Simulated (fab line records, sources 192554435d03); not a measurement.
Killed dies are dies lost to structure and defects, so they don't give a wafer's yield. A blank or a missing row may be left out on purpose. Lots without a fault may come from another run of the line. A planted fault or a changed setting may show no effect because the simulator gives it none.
fab line records | flow n5_finfet
record lots=6 wafers=18 last_day=17
route steps=1938 shown MOL_CONTACT_COAG@569 PASSIVATION@1936
lots that met no fault: from a run of the same line without faults
start_h: hours from the record's first day to the start of the lot's first wafer shown | wait_h: hours since the lot's step before | " the same as in the row above | L1.1+2: a row that stands for several wafers | - no value, or no start given | * or withheld: withheld | < > ~ a bound
route shown NAME@n: a module of which the file shows steps, and the number in the route of the first | usual: mean/standard deviation of fault-free wafers | same: alike in all rows | chamber/n: place in a boat | sites: the reading at each site | _std_site: their standard deviation | _edge_site: outer sites' mean less inner sites' | radius_mm: how far each site lies from the wafer's centre | mask NAME#n: copy n | behind: the tool/chamber that last shaped the wafer | hold: why the lot was held/for how many hours/how that ended | device: the transistor (n, p or np) that didn't switch | end of line: the same wafers' tests at the end of the route | a step without rows: its recipe alone | killed: dies lost to structure and defects at the first sort, not the wafer's yield | map: a wafer's dies, x killed, . not, _ none there
set.NAME: the setting as run; set.NAME@STEP: as run at that earlier step | model.NAME: the simulator's own value behind a step, which no gauge read
lots at some steps of the route; a table a step, a row a wafer
services: from which hour (start_h, from the record's first day; less than 0 if before it) a tool's chamber was out of use, for how many hours, and why
## steps
# step N5_MOL_CONTACT_COAG_SOFTBAKE_79
# recipe temp_c=110 time_s=60 resist=CAR-EUV
# step N5_MOL_CONTACT_COAG_EXPOSE_81
# recipe mask_id=VG na=0.33 source_shape=annular sigma_inner=0.3 sigma_outer=0.7 polarization=unpolarized defocus_nm=0 dose_mj=59.5
# step N5_MOL_CONTACT_COAG_PEB_82
# recipe peb_temp_c=100 peb_time_s=60 resist=CAR-EUV
# step N5_MOL_CONTACT_COAG_DEVELOP_83
# recipe develop_time_s=30 developer=TMAH resist=CAR-EUV rinse_liquid=surfactant_rinse dry=air_spin dev_temp_c=23
# step N5_MOL_CONTACT_COAG_CD_MEAS_84
# recipe target_cd_nm=25.1 landing_energy_ev=500 detector=se_inlens polarity=opening
# usual cd_nm=25.12/0.25
# columns lot.wafer tool chamber start_h wait_h cd_nm
L828.3 cd_sem-03 0 115.55 - 24.98
L828.5 " 0 " " 24.82
L828.6 " 0 " " 25.22
L830.1 cd_sem-02 0 124.98 - 25.35
L830.4 " 0 " " 25.16
L830.5 " 0 " " 25.59
L840.2 cd_sem-01 0 195.08 - 24.80
L840.3 " 0 " " 24.86
L840.6 " 0 " " 24.59
L845.2 cd_sem-01 0 213.90 - 25.22
L845.3 " 0 " " 25.37
L845.5 " 0 " " 25.55
L848.2 cd_sem-03 0 232.53 - 24.79
L848.3 " 0 " " 25.03
L848.5 " 0 " " 24.79
L849.4 cd_sem-03 0 238.64 - 25.29
L849.5 " 0 " " 24.96
L849.6 " 0 " " 25.15
# step N5_MOL_CONTACT_COAG_OVL_MEAS_85
# recipe points_per_wafer=522
# usual VG_OVL=0.0/0.6
# columns lot.wafer tool chamber start_h wait_h VG_OVL[nm]
L828.3 overlay-01 0 115.59 0.0 -0.9
L828.5 " 0 " " -0.8
L828.6 " 0 " " -0.4
L830.1 overlay-02 0 125.01 0.0 0.8
L830.4 " 0 " " 0.9
L830.5 " 0 " " 1.1
L840.2 overlay-01 0 195.11 0.0 0.7
L840.3 " 0 " " -0.3
L840.6 " 0 " " -0.1
L845.2 overlay-01 0 213.94 0.0 0.2
L845.3 " 0 " " 0.6
L845.5 " 0 " " -0.4
L848.2 overlay-02 0 232.57 0.0 0.0
L848.3 " 0 " " 0.5
L848.5 " 0 " " 0.4
L849.4 overlay-02 0 238.69 0.0 -0.8
L849.5 " 0 " " -0.8
L849.6 " 0 " " -0.9
# step N5_MOL_CONTACT_COAG_INSPECT_57
# recipe mode=adi inspect_instrument=brightfield
# usual raw_defect_count=187/55
# columns lot.wafer tool chamber start_h wait_h raw_defect_count
L828.3 defect_inspect-02 - 115.64 0.0 134
L828.5 " - " " 140
L828.6 " - " " 104
L830.1 defect_inspect-01 - 125.07 0.1 239
L830.4 " - " " 229
L830.5 " - " " 164
L840.2 defect_inspect-01 - 195.17 0.1 148
L840.3 " - " " 164
L840.6 " - " " 104
L845.2 defect_inspect-01 - 213.99 0.0 204
L845.3 " - " " 115
L845.5 " - " " 161
L848.2 defect_inspect-01 - 232.62 0.0 139
L848.3 " - " " 270
L848.5 " - " " 202
L849.4 defect_inspect-02 - 238.73 0.0 144
L849.5 " - " " 137
L849.6 " - " " 152
# step N5_MOL_CONTACT_COAG_DESCUM_88
# recipe chemistry=O2 time_s=7 source_power_w=50 bias_power_w=20 pressure_mtorr=20 rf_frequency_hz=2.712e+07 temp_c=40 resist=CAR-EUV o2_flow_sccm=225
# usual chamber_pressure_mTorr=19.997/0.019 drypump_motor_current_A=5.9/0.47 oes_product_au=0.76/0.088 rf_vpp_V=243.0/1.2 showerhead_plenum_p_Torr=2.07/0.063 throttle_valve_pct=20.36/0.26
# columns lot.wafer tool chamber start_h wait_h chamber_pressure_mTorr drypump_motor_current_A oes_product_au rf_hours_counter_h rf_vpp_V showerhead_plenum_p_Torr throttle_valve_pct
L828.3 rie_diel-03 3 115.67 0.0 19.968 5.6 0.95 16 242.4 2.05 20.33
L828.5 " 1 " " 19.992 6.6 0.90 - 242.7 2.04 19.99
L828.6 " 3 " " 19.975 5.5 0.95 - 243.5 2.05 20.32
L830.1 rie_diel-03 1 125.10 0.0 20.013 6.6 0.90 39 241.3 2.04 20.02
L830.4 " 0 " " 20.005 5.4 0.74 170 243.8 2.10 20.48
L830.5 " 2 " " 19.986 6.0 0.73 - 244.6 2.16 20.91
L840.2 rie_diel-05 3 195.22 0.0 19.999 6.2 0.70 232 244.1 2.13 20.09
L840.3 " 2 " " 19.996 6.0 0.68 245 242.3 1.98 20.61
L840.6 " 3 " " 19.997 6.1 0.70 - 244.1 2.13 20.09
L845.2 rie_diel-05 3 214.02 0.0 20.006 6.1 0.70 239 243.9 2.13 20.09
L845.3 " 1 " " 20.021 5.0 0.70 204 241.5 2.07 20.18
L845.5 " 3 " " 20.005 6.2 0.70 - 243.4 2.13 20.09
L848.2 rie_diel-04 0 232.87 0.2 20.001 6.6 0.69 222 246.0 2.17 20.30
L848.3 " 2 " " 20.002 6.4 0.69 234 242.4 2.04 20.61
L848.5 " 0 " " 19.994 6.6 0.69 - 244.2 2.17 20.29
L849.4 rie_diel-04 0 238.88 0.1 20.003 6.6 0.68 - 244.7 2.17 20.32
L849.5 " 3 " " 20.058 6.1 0.77 - 242.5 2.01 20.19
L849.6 " 2 " " 19.997 6.3 0.69 - 244.2 2.04 20.60
# step N5_MOL_CONTACT_COAG_ETCH_89
# recipe chemistry=N2/H2 target=underlayer target_depth_a=130 mask_material=CAR-EUV time_s=10.4 ion_energy_ev=200 pressure_mtorr=30 source_w=840 bias_w=150 n2_flow_sccm=200 h2_flow_sccm=200 ends=cleared
# usual chamber_pressure_mTorr=29.999/0.029 drypump_motor_current_A=5.9/0.47 etch_rf_on_time_s=10.40/0.24 h2_flow_sccm=200.2/0.61 oes_product_au=0.65/0.075 rf_fwd_power_W=819.3/2.6 rf_vpp_V=523.3/2.5 showerhead_plenum_p_Torr=2.52/0.072 throttle_valve_pct=17.85/0.26
# columns lot.wafer tool chamber start_h wait_h chamber_pressure_mTorr drypump_motor_current_A etch_rf_on_time_s h2_flow_sccm oes_product_au rf_fwd_power_W rf_hours_counter_h rf_vpp_V showerhead_plenum_p_Torr throttle_valve_pct
L828.3 rie_diel-03 3 115.70 0.0 30.001 5.5 10.12 200.5 0.80 820.6 16 522.2 2.51 17.76
L828.5 " 1 " " 30.037 6.6 10.01 199.9 0.77 818.1 - 522.4 2.50 17.50
L828.6 " 3 " " 29.959 5.6 10.15 200.0 0.80 820.9 - 522.2 2.51 17.78
L830.1 rie_diel-03 1 125.14 0.0 29.950 6.6 9.98 200.2 0.77 817.4 39 522.6 2.49 17.52
L830.4 " 0 " " 30.015 5.4 10.49 200.0 0.63 818.4 170 526.5 2.52 17.82
L830.5 " 2 " " 29.938 6.0 10.59 201.3 0.61 818.5 - 526.2 2.63 18.42
L840.2 rie_diel-05 3 195.25 0.0 29.969 6.1 10.78 200.2 0.59 818.9 232 525.7 2.60 17.61
L840.3 " 2 " " 29.985 5.9 10.55 200.5 0.59 821.9 245 519.0 2.41 18.16
L840.6 " 3 " " 30.004 6.1 10.77 200.0 0.58 819.8 - 526.7 2.60 17.61
L845.2 rie_diel-05 3 214.06 0.0 29.970 6.1 10.59 201.0 0.59 822.9 239 525.6 2.60 17.62
L845.3 " 1 " " 29.983 5.0 10.54 200.4 0.61 815.7 204 525.6 2.52 17.77
L845.5 " 3 " " 30.023 6.1 10.59 200.5 0.58 816.2 - 525.7 2.60 17.62
L848.2 rie_diel-04 0 232.90 0.0 30.034 6.6 10.74 199.6 0.59 823.0 222 526.2 2.62 17.67
L848.3 " 2 " " 29.984 6.4 10.30 200.0 0.59 817.3 234 524.3 2.51 18.23
L848.5 " 0 " " 30.016 6.6 10.82 200.3 0.58 820.2 - 525.8 2.62 17.67
L849.4 rie_diel-04 0 238.91 0.0 30.042 6.6 10.78 199.2 0.58 814.7 - 524.5 2.61 17.66
L849.5 " 3 " " 30.017 6.1 10.45 201.6 0.66 824.6 - 520.8 2.44 17.70
L849.6 " 2 " " 30.003 6.4 10.36 199.9 0.59 817.4 - 523.0 2.51 18.20
# step N5_MOL_CONTACT_COAG_ETCH_90
# recipe chemistry=CF4 target=SiARC target_depth_a=130 mask_material=CAR-EUV time_s=21.7 ion_energy_ev=80 pressure_mtorr=40 source_w=545 bias_w=36 Ar_flow_sccm=100 cf4_flow_sccm=100 ends=cleared
# usual chamber_pressure_mTorr=40.00/0.037 drypump_motor_current_A=5.9/0.46 etch_rf_on_time_s=21.7/0.5 oes_product_au=0.65/0.075 rf_fwd_power_W=531.5/1.7 rf_vpp_V=183.9/1.2 showerhead_plenum_p_Torr=2.13/0.06 throttle_valve_pct=15.60/0.23
# columns lot.wafer tool chamber start_h wait_h chamber_pressure_mTorr drypump_motor_current_A etch_rf_on_time_s oes_product_au rf_fwd_power_W rf_hours_counter_h rf_vpp_V showerhead_plenum_p_Torr throttle_valve_pct
L828.3 rie_diel-03 3 115.72 0.0 40.03 5.5 21.2 0.81 532.2 16 182.4 2.12 15.55
L828.5 " 1 " " 40.05 6.6 21.0 0.78 531.7 - 183.1 2.10 15.25
L828.6 " 3 " " 40.01 5.5 21.6 0.81 531.5 - 182.8 2.12 15.56
L830.1 rie_diel-03 1 125.15 0.0 40.00 6.6 20.5 0.78 529.7 39 183.2 2.10 15.27
L830.4 " 0 " " 40.02 5.4 21.7 0.62 532.4 170 183.8 2.14 15.67
L830.5 " 2 " " 39.98 6.0 21.7 0.62 529.9 - 184.6 2.20 16.05
L840.2 rie_diel-05 3 195.27 0.0 40.00 6.1 22.3 0.59 529.4 232 185.8 2.20 15.48
L840.3 " 2 " " 40.04 6.0 21.9 0.58 532.4 245 183.2 2.03 15.84
L840.6 " 3 " " 40.00 6.1 22.1 0.60 528.5 - 185.2 2.20 15.47
L845.2 rie_diel-05 3 214.08 0.0 39.98 6.1 21.9 0.59 531.1 239 185.6 2.20 15.48
L845.3 " 1 " " 40.00 5.0 22.1 0.60 534.7 204 183.6 2.13 15.51
L845.5 " 3 " " 39.91 6.1 21.9 0.59 528.9 - 184.8 2.19 15.48
L848.2 rie_diel-04 0 232.92 0.0 40.04 6.6 22.7 0.57 530.7 222 186.9 2.20 15.48
L848.3 " 2 " " 40.01 6.4 21.6 0.59 534.0 234 183.3 2.11 15.97
L848.5 " 0 " " 40.05 6.5 22.4 0.58 529.7 - 186.1 2.20 15.48
L849.4 rie_diel-04 0 238.95 0.0 40.06 6.6 22.4 0.57 532.3 - 184.5 2.20 15.48
L849.5 " 3 " " 40.02 6.0 21.7 0.66 528.3 - 182.5 2.06 15.41
L849.6 " 2 " " 40.07 6.3 21.4 0.60 534.7 - 184.0 2.10 15.96
# step N5_MOL_CONTACT_COAG_ALD_131
# recipe material=SiO2 target_thk_a=50 temp_c=100 ald_precursor_family=BDEAS ald_co_reactant=O2-plasma pulse_time_s=1 co_reactant_pulse_time_s=1 purge_time_s=2 co_reactant_purge_time_s=2 ald_cycles=35 pressure_torr=2
# usual heater_power_w=77/6.5 precursor_pulse_height_rel=0.998/0.019
# columns lot.wafer tool chamber start_h wait_h heater_power_w precursor_pulse_height_rel
L828.3 ald_sin-04 2 115.96 0.2 78 0.984
L828.5 " 3 " " 76 1.000
L828.6 " 2 " " 78 1.037
L830.1 ald_sin-04 0 125.24 0.1 78 1.013
L830.4 " 1 " " 79 0.988
L830.5 " 1 " " 80 1.010
L840.2 ald_sin-02 3 195.35 0.1 67 0.977
L840.3 " 2 " " 79 0.982
L840.6 " 3 " " 68 0.967
L845.2 ald_sin-03 1 214.23 0.1 84 1.001
L845.3 " 2 " " 80 0.962
L845.5 " 1 " " 82 1.028
L848.2 ald_sin-02 0 233.00 0.1 67 0.994
L848.3 " 2 " " 82 0.982
L848.5 " 0 " " 66 1.005
L849.4 ald_sin-04 1 239.00 0.0 79 1.023
L849.5 " 2 " " 80 0.999
L849.6 " 1 " " 82 0.953
# step N5_MOL_CONTACT_COAG_ETCHBACK_132
# recipe chemistry=CHF3 target=SiO2 target_depth_a=100 time_s=6.7 ion_energy_ev=200 pressure_mtorr=30 source_w=610 bias_w=170 Ar_flow_sccm=200 CHF3_flow_sccm=50
# usual chamber_pressure_mTorr=30.002/0.028 drypump_motor_current_A=5.9/0.46 oes_product_au=0.75/0.091 rf_vpp_V=520/9.5 showerhead_plenum_p_Torr=2.37/0.069 throttle_valve_pct=18.66/0.21
# columns lot.wafer tool chamber start_h wait_h chamber_pressure_mTorr drypump_motor_current_A oes_product_au rf_hours_counter_h rf_vpp_V showerhead_plenum_p_Torr throttle_valve_pct
L828.3 rie_diel-03 0 116.29 0.3 30.040 5.3 0.75 165 519 2.38 18.72
L828.5 " 3 " " 30.018 5.5 0.94 - 528 2.35 18.72
L828.6 " 1 " " 30.012 6.6 0.90 - 517 2.34 18.38
L830.1 rie_diel-04 0 125.42 0.1 29.987 6.6 0.69 200 531 2.46 18.52
L830.4 " 2 " " 29.979 6.4 0.72 190 513 2.35 18.91
L830.5 " 1 " " 29.979 6.1 0.70 - 521 2.45 18.47
L840.2 rie_diel-03 0 195.53 0.1 30.005 5.3 0.72 197 519 2.37 18.76
L840.3 " 2 " " 29.980 6.0 0.71 230 527 2.45 19.31
L840.6 " 0 " " 30.006 5.3 0.71 - 520 2.37 18.79
L845.2 rie_diel-03 3 214.41 0.1 30.050 5.5 0.87 55 529 2.34 18.77
L845.3 " 2 " " 30.005 5.9 0.70 237 527 2.45 19.31
L845.5 " 0 " " 30.065 5.3 0.70 - 519 2.36 18.79
L848.2 rie_diel-05 3 233.18 0.1 29.922 6.2 0.67 248 505 2.44 18.55
L848.3 " 1 " " 29.980 5.0 0.69 213 509 2.36 18.57
L848.5 " 3 " " 29.966 6.2 0.68 - 506 2.44 18.53
L849.4 rie_diel-05 1 239.19 0.1 30.019 5.0 0.70 - 508 2.36 18.59
L849.5 " 2 " " 30.007 5.9 0.99 - 525 2.52 18.47
L849.6 " 3 " " 29.983 6.1 0.69 - 506 2.43 18.55
# step N5_MOL_CONTACT_COAG_ETCH_91
# recipe chemistry=N2/H2 target=SOC target_depth_a=600 overetch_a=210 mask_material=SiARC temp_c=40 time_s=101.2 ion_energy_ev=200 pressure_mtorr=30 source_w=840 bias_w=150 n2_flow_sccm=200 h2_flow_sccm=200
# usual chamber_pressure_mTorr=30.003/0.028 drypump_motor_current_A=5.9/0.47 h2_flow_sccm=200.1/0.59 oes_product_au=0.63/0.068 rf_fwd_power_W=834.1/2.7 rf_vpp_V=523.6/2.2 showerhead_plenum_p_Torr=2.53/0.074 throttle_valve_pct=17.78/0.23
# columns lot.wafer tool chamber start_h wait_h chamber_pressure_mTorr drypump_motor_current_A h2_flow_sccm oes_product_au rf_fwd_power_W rf_hours_counter_h rf_vpp_V showerhead_plenum_p_Torr throttle_valve_pct model.SiARC_of_MOL_CONTACT_COAG_COAT_76.thk_nm
L828.3 rie_diel-03 0 116.33 0.0 30.039 5.3 200.0 0.62 835.1 165 525.0 2.52 17.79 6
L828.5 " 3 " " 30.010 5.5 199.1 0.78 833.6 - 521.4 2.51 17.74 5.8
L828.6 " 1 " " 30.008 6.6 200.7 0.74 839.0 - 523.1 2.49 17.48 5.8
L830.1 rie_diel-04 0 125.45 0.0 29.986 6.6 200.3 0.59 832.0 200 524.1 2.63 17.59 6
L830.4 " 2 " " 30.033 6.4 200.4 0.60 830.8 190 522.9 2.53 18.10 5.8
L830.5 " 1 " " 29.988 6.1 199.6 0.60 833.9 - 526.1 2.63 17.61 5.8
L840.2 rie_diel-03 0 195.56 0.0 30.014 5.3 200.1 0.59 1037.8 197 486.4 2.51 17.84 5.4
L840.3 " 2 " " 29.993 6.0 199.1 0.60 1033.4 230 489.3 2.61 18.42 5.4
L840.6 " 0 " " 30.002 5.3 200.0 0.60 1035.0 - 486.3 2.51 17.83 5.4
L845.2 rie_diel-03 3 214.44 0.0 29.967 5.5 200.9 0.72 1037.7 55 486.2 2.49 17.82 5.2
L845.3 " 2 " " 29.972 6.0 199.4 0.60 1034.5 237 490.6 2.61 18.42 5.4
L845.5 " 0 " " 29.989 5.3 199.7 0.60 1039.6 - 487.7 2.50 17.84 5.4
L848.2 rie_diel-05 3 233.22 0.0 29.994 6.2 199.2 0.58 834.7 248 525.6 2.60 17.60 6
L848.3 " 1 " " 30.023 5.0 199.2 0.59 833.7 213 523.3 2.52 17.74 6
L848.5 " 3 " " 29.999 6.1 200.8 0.58 834.9 - 526.6 2.60 17.61 6
L849.4 rie_diel-05 1 239.25 0.0 30.000 5.0 200.0 0.59 838.2 - 523.5 2.52 17.75 6
L849.5 " 2 " " 30.005 5.9 200.5 0.82 832.0 - 529.1 2.72 17.76 5.6
L849.6 " 3 " " 29.991 6.2 200.5 0.58 836.6 - 526.1 2.59 17.61 6
# step N5_MOL_CONTACT_COAG_STRIP_92
# recipe chemistry=N2/H2 temp_c=40 n2_flow_sccm=200 h2_flow_sccm=200 rf_frequency_hz=6e+07
# step N5_PASSIVATION_PROBE_49
# usual killed_at_M0_to_M3=34/11 killed_at_M4_up=14/5.7 killed_at_contacts=14/6.9 killed_at_front_end=40/11 killed_at_other=4/3.1 killed_dies=105/17 killed_open=70/13 killed_short=34/7.6
# same gross_dies=1180 killed_at_back_side=0
# columns lot.wafer tool chamber start_h wait_h killed_at_M0_to_M3 killed_at_M4_up killed_at_contacts killed_at_front_end killed_at_other killed_dies killed_open killed_short
L828.3 prober-01 - 270.61 0.1 38 12 7 38 4 99 56 42
L828.5 prober-01 - 270.71 0.2 26 17 0 48 5 96 62 31
L828.6 prober-01 - 270.76 0.3 27 15 15 35 4 96 62 34
L830.1 prober-02 - 298.54 0.0 15 7 11 40 10 83 48 35
L830.4 prober-02 - 298.69 0.2 22 13 9 31 10 85 50 33
L830.5 prober-02 - 298.74 0.2 18 10 4 41 7 80 40 38
L840.2 prober-01 - 369.43 0.1 39 10 10 52 6 117 67 50
L840.3 prober-01 - 369.48 0.1 34 16 1 48 7 106 72 33
L840.6 prober-01 - 369.63 0.3 43 20 16 58 11 148 105 42
L845.2 prober-01 - 403.32 0.1 22 9 15 49 0 95 53 41
L845.3 prober-01 - 403.37 0.1 28 16 8 34 2 88 61 24
L845.5 prober-01 - 403.47 0.2 30 13 26 45 4 118 80 38
L849.4 prober-02 - 411.10 0.2 34 21 10 34 2 101 59 40
L849.5 prober-02 - 411.15 0.2 16 18 29 45 0 108 78 28
L849.6 prober-02 - 411.20 0.3 37 17 13 38 0 105 69 36
L848.2 prober-01 - 413.97 0.1 33 26 7 46 1 113 74 37
L848.3 prober-01 - 414.02 0.1 42 7 8 47 0 104 76 27
L848.5 prober-01 - 414.12 0.2 38 9 15 42 3 107 69 36
# killed by level:class
L828.3 BEOL_M0_SAQP:geometric_particle:short=12 DUMMY_GATE:geometric_particle:open=7 BEOL_M3:geometric_particle:open=7 BEOL_M1:geometric_particle:open=6 MOL_CONTACT_COAG:geometric_particle:open=5 STI_FIN_REVEAL:geometric_particle:open=4 BEOL_M0_SAQP:geometric_particle:open=4 GATE_CUT:geometric_particle:short=4
L828.5 DUMMY_GATE:geometric_particle:open=10 FIN_SAQP:geometric_particle:open=8 GATE_CUT:geometric_particle:short=6 FIN_SAQP:geometric_particle:short=5 BEOL_M0_SAQP:geometric_particle:open=5 BEOL_M0_SAQP:geometric_particle:short=5 BEOL_M2:geometric_particle:open=5 BEOL_M5:geometric_particle:open=5
L828.6 MOL_CONTACT_COAG:geometric_particle:open=14 STI_FIN_REVEAL:geometric_particle:open=10 BEOL_M1:geometric_particle:open=10 BEOL_M0_SAQP:geometric_particle:open=5 BEOL_M4:geometric_particle:open=4 BEOL_M4:geometric_particle:short=4 STARTING-WAFER:geometric_particle:short=4 STI_FIN_REVEAL:geometric_particle:short=3
L830.1 FIN_SAQP:geometric_particle:open=16 FIN_SAQP:geometric_particle:short=9 MOL_CONTACT_COAG:geometric_particle:open=7 BEOL_M0_SAQP:geometric_particle:open=5 MOL_CONTACT_COAG:geometric_particle:short=4 STARTING-WAFER:geometric_particle:open=4 STI_FIN_REVEAL:geometric_particle:open=3 BEOL_M0_SAQP:geometric_particle:short=3
L830.4 BEOL_M0_SAQP:geometric_particle:open=7 FIN_SAQP:geometric_particle:short=6 MOL_CONTACT_COAG:geometric_particle:open=6 FIN_SAQP:geometric_particle:open=5 STI_FIN_REVEAL:geometric_particle:open=5 MOL_CONTACT_COAG:geometric_particle:short=3 BEOL_M0_SAQP:geometric_particle:short=3 BEOL_M8:geometric_particle:open=3
L830.5 FIN_SAQP:geometric_particle:short=16 FIN_SAQP:geometric_particle:open=12 BEOL_M3:geometric_particle:open=4 BEOL_M0_SAQP:geometric_particle:short=4 MOL_CONTACT_COAG:geometric_particle:short=3 BEOL_M0:geometric_particle:open=3 BEOL_M1:geometric_particle:open=3 MIM_TOP_ETCH:geometric_particle:open=3
L840.2 BEOL_M0_SAQP:geometric_particle:short=15 FIN_SAQP:geometric_particle:open=11 BEOL_M0_SAQP:geometric_particle:open=10 FIN_SAQP:geometric_particle:short=9 MOL_CONTACT_COAG:geometric_particle:open=8 STI_FIN_REVEAL:geometric_particle:open=7 ILD0:geometric_particle:short=7 ILD0:geometric_particle:open=6
L840.3 STI_FIN_REVEAL:geometric_particle:open=9 FIN_SAQP:geometric_particle:open=8 BEOL_M0_SAQP:geometric_particle:short=7 FIN_SAQP:geometric_particle:short=6 DUMMY_GATE:geometric_particle:open=6 ILD0:geometric_particle:short=6 BEOL_M0_SAQP:geometric_particle:open=6 BEOL_M1:geometric_particle:short=5
L840.6 MOL_CONTACT_COAG:geometric_particle:open=16 FIN_SAQP:geometric_particle:open=14 BEOL_M0_SAQP:geometric_particle:open=13 STI_FIN_REVEAL:geometric_particle:open=10 DUMMY_GATE:geometric_particle:open=8 BEOL_M3:geometric_particle:open=8 FIN_SAQP:geometric_particle:short=7 PAD_METAL:geometric_particle:short=6
L845.2 STI_FIN_REVEAL:geometric_particle:open=12 MOL_CONTACT_COAG:geometric_particle:open=12 FIN_SAQP:geometric_particle:short=10 BEOL_M0_SAQP:geometric_particle:short=6 STARTING-WAFER:geometric_particle:short=6 FIN_SAQP:geometric_particle:open=5 BEOL_M4:geometric_particle:open=4 DUMMY_GATE:geometric_particle:open=4
L845.3 FIN_SAQP:geometric_particle:open=9 BEOL_M0_SAQP:geometric_particle:short=9 BEOL_M4:geometric_particle:open=9 STI_FIN_REVEAL:geometric_particle:open=6 BEOL_M2:geometric_particle:open=6 MOL_CONTACT_COAG:geometric_particle:open=5 BEOL_M0_SAQP:geometric_particle:open=5 BEOL_M3:geometric_particle:open=5
L845.5 MOL_CONTACT_COAG:geometric_particle:open=20 BEOL_M3:geometric_particle:open=11 FIN_SAQP:geometric_particle:open=9 BEOL_M2:geometric_particle:open=8 STI_FIN_REVEAL:geometric_particle:open=7 GATE_CUT:geometric_particle:short=7 MOL_CONTACT_COAG:geometric_particle:short=6 FIN_SAQP:geometric_particle:short=5
L849.4 FIN_SAQP:geometric_particle:open=10 FIN_SAQP:geometric_particle:short=10 MOL_CONTACT_COAG:geometric_particle:open=8 BEOL_M3:geometric_particle:open=7 BEOL_M4:geometric_particle:open=7 BEOL_M1:geometric_particle:short=6 BEOL_M3:geometric_particle:short=6 BEOL_M0_SAQP:geometric_particle:open=5
L849.5 MOL_CONTACT_COAG:geometric_particle:open=24 FIN_SAQP:geometric_particle:open=10 BEOL_M4:geometric_particle:open=10 FIN_SAQP:geometric_particle:short=10 STI_FIN_REVEAL:geometric_particle:open=10 MOL_CONTACT_COAG:geometric_particle:short=5 GATE_CUT:geometric_particle:open=4 BEOL_M0_SAQP:geometric_particle:open=3
L849.6 FIN_SAQP:geometric_particle:open=11 BEOL_M0_SAQP:geometric_particle:short=10 STI_FIN_REVEAL:geometric_particle:open=9 MOL_CONTACT_COAG:geometric_particle:open=9 FIN_SAQP:geometric_particle:short=8 BEOL_M3:geometric_particle:open=8 BEOL_M4:geometric_particle:open=7 BEOL_M1:geometric_particle:open=5
L848.2 STI_FIN_REVEAL:geometric_particle:open=16 BEOL_M0_SAQP:geometric_particle:short=11 BEOL_M4:geometric_particle:open=11 BEOL_M0_SAQP:geometric_particle:open=8 GATE_CUT:geometric_particle:short=7 DUMMY_GATE:geometric_particle:open=6 STI_FIN_REVEAL:geometric_particle:short=6 MOL_CONTACT_COAG:geometric_particle:open=6
L848.3 STI_FIN_REVEAL:geometric_particle:open=18 BEOL_M0_SAQP:geometric_particle:open=15 FIN_SAQP:geometric_particle:open=9 BEOL_M0_SAQP:geometric_particle:short=9 MOL_CONTACT_COAG:geometric_particle:open=6 BEOL_M1:geometric_particle:open=6 BEOL_M2:geometric_particle:open=6 STI_FIN_REVEAL:geometric_particle:short=4
L848.5 BEOL_M0_SAQP:geometric_particle:open=14 FIN_SAQP:geometric_particle:open=13 MOL_CONTACT_COAG:geometric_particle:open=13 BEOL_M0_SAQP:geometric_particle:short=12 FIN_SAQP:geometric_particle:short=9 STI_FIN_REVEAL:geometric_particle:open=7 DUMMY_GATE:geometric_particle:open=6 GATE_CUT:geometric_particle:short=4
## services
# columns tool chamber start_h hours kind
rie_diel-03 - 95.44 6.3 repair
rie_diel-04 1 111.29 4.4 repair
ald_sin-03 2 129.97 7.7 repair
rie_diel-04 0 137.60 42.6 repair
ald_sin-04 - 147.83 1.5 repair
rie_diel-05 - 172.74 15.6 pm
ald_sin-02 - 176.75 14.0 pm
rie_diel-05 2 209.68 - clean
rie_diel-05 2 209.68 - consumable_replace:focus_ring
rie_diel-05 2 209.68 - consumable_replace:showerhead
rie_diel-05 2 209.68 16.3 scheduled_down
rie_diel-05 2 209.68 16.3 vent_cycle
ald_sin-04 - 218.74 0.8 pm
rie_diel-04 - 223.43 2.3 repair
ald_sin-02 1 224.96 5.9 repair
ald_sin-04 0 225.34 7.4 repair
rie_diel-05 0 226.02 - clean
rie_diel-05 0 226.02 - consumable_replace:focus_ring
rie_diel-05 0 226.02 - consumable_replace:showerhead
rie_diel-05 0 226.02 38.8 scheduled_down
rie_diel-05 0 226.02 38.8 vent_cycle
rie_diel-04 1 231.41 - clean
rie_diel-04 1 231.41 - consumable_replace:focus_ring
rie_diel-04 1 231.41 34.0 scheduled_down
## key
first_sign step=N5_MOL_CONTACT_COAG_ETCH_91 reading=rf_fwd_power_W direction=up sigmas=74 usual=* struck=*
effect step=N5_MOL_CONTACT_COAG_ETCH_91 reading=rf_vpp_V direction=down sigmas=16 usual=523.6 struck=487.8
model_effect step=N5_MOL_CONTACT_COAG_ETCH_91 value=SiARC_of_MOL_CONTACT_COAG_COAT_76.thk_nm without=5.9 struck=5.367
met_at N5_MOL_CONTACT_COAG_ETCH_91
struck_wafers L840.2,L840.3,L840.6,L845.2,L845.3,L845.5
tester_left_out L840,L845
onset_between 116.33 195.56
fault kind=process_parameter_drift tool=rie_diel-03 chamber=- onset_h=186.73 steps=N5_MOL_CONTACT_COAG_ETCH_91 channel=source_w offset=201.6 shape=step end_h=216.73 acts_in=these_recipes_only stated=840
# tester_left_out: of these lots the tester's yield and bins aren't shown, on N5 and GAA mostly nor the transistor test; their killed dies are dies lost to structure and defects alone, not to doping, threshold or leakage, so they don't give the yield
